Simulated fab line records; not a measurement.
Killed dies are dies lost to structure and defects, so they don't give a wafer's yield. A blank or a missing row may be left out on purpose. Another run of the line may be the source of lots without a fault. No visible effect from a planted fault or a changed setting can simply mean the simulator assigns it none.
A single fault, viewed from 2 desks | flow n5Finfet | every desk sees just its own numbers, and what lay behind them comes last

FROM THE METROLOGY DESK
What the gauges read for every lot (on any tool): the sampled wafers with a number, averaged. The brackets show how far a lot's mean lies from the usual mean; more than 4 standard deviations puts the lot out of limits, marked OUT. Only the readings that lie furthest out on some lot appear, 7 of the 11 it has.
Columns: A = DIBL_N at N5_BEOL_M4_RC_MEAS_101, usual 36.7 mV/V; B = DIBL_P at N5_BEOL_M4_RC_MEAS_101, usual 36.9 mV/V; C = IOFF_N at N5_BEOL_M4_RC_MEAS_101, usual 0.17 nA/um; D = IOFF_P at N5_BEOL_M4_RC_MEAS_101, usual 0.22 nA/um; E = ION_N at N5_BEOL_M4_RC_MEAS_101, usual 678 uA/um; F = ION_P at N5_BEOL_M4_RC_MEAS_101, usual 465 uA/um; G = SS_P at N5_BEOL_M4_RC_MEAS_101, usual 73.5 mV/dec
lot  | first seen here | A    | B    | C    | D    | E   | F   | G
L261 | day 3 02:06     | 36.1 | 36.2 | 0.16 | 0.19 | 685 | 467 | 72.9
L262 | day 3 08:08     | 36.7 | 37.0 | 0.17 | 0.22 | 682 | 471 | 74.1
L267 | day 4 15:49     | 34.9 | 35.9 | 0.15 | 0.22 | 677 | 469 | 73.1
L269 | day 5 04:05     | 38.6 | 38.8 | 0.19 | 0.25 | 682 | 470 | 73.9
L273 | day 6 03:50     | 35.4 | 35.2 | 0.14 | 0.20 | 671 | 463 | 73.0
L275 | day 6 15:01     | 36.0 | 36.3 | 0.16 | 0.22 | 667 | 459 | 73.7
L276 | day 6 21:12     | 33.1 | 33.1 | 0.11 | 0.17 | 669 | 457 | 72.2
L277 | day 7 04:11     | 38.4 | 37.5 | 0.20 | 0.24 | 686 | 466 | 74.2
L279 | day 7 15:12     | 33.3 | 33.8 | 0.13 | 0.17 | 661 | 455 | 72.6
Finding of this desk: none of the 9 lots has anything out of limits.

TOOL OWNER'S DESK, rieSi-04
The tool's own readings at N5_FIN_SAQP_ETCH_64 (etches SiO2 in CF4, target depth 1.5 nm): means of the sampled wafers that have a number, for each lot that ran on this tool. The brackets show how far a lot's mean lies from the usual mean; more than 4 standard deviations puts the lot out of limits, marked OUT.
Columns: A = biasW at N5_FIN_SAQP_ETCH_64, usual 400.1 W; B = drypumpMotorCurrentA at N5_FIN_SAQP_ETCH_64, usual 5.6 A; C = oesProductAu at N5_FIN_SAQP_ETCH_64, usual 1.002 a.u.; D = throttleValvePct at N5_FIN_SAQP_ETCH_64, usual 22.0 %
lot  | first seen here | A               | B   | C     | D
L262 | day 3 07:54     | 400.2           | 5.6 | 0.993 | 22.1
L267 | day 4 15:35     | 313.0 (-79) OUT | 6.2 | 0.949 | 22.1
L269 | day 5 03:50     | 356.5 (-40) OUT | 5.7 | 0.998 | 22.0
This desk's finding: out of limits on L267, L269; first on L267, day 4 15:35 (biasW at N5_FIN_SAQP_ETCH_64). L262 stayed within limits.

TAKEN TOGETHER
At day 4 15:35, on L267, L269, the tool owner's desk was in a position to raise an alarm.
At the metrology desk, nothing out of limits was observed.
The metrology desk has L267, L269 on record, within its limits.
All the named lots went through N5_FIN_SAQP_ETCH_64 on rieSi-04.

WHAT WAS PUT IN BY THE SIMULATOR
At N5_FIN_SAQP_ETCH_64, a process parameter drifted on rieSi-04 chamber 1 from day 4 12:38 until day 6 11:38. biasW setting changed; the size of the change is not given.
Struck lots among those shown: L267, L269.
Hours from the fault's start to each desk's first reading out of limits: the tool owner's desk, 3.
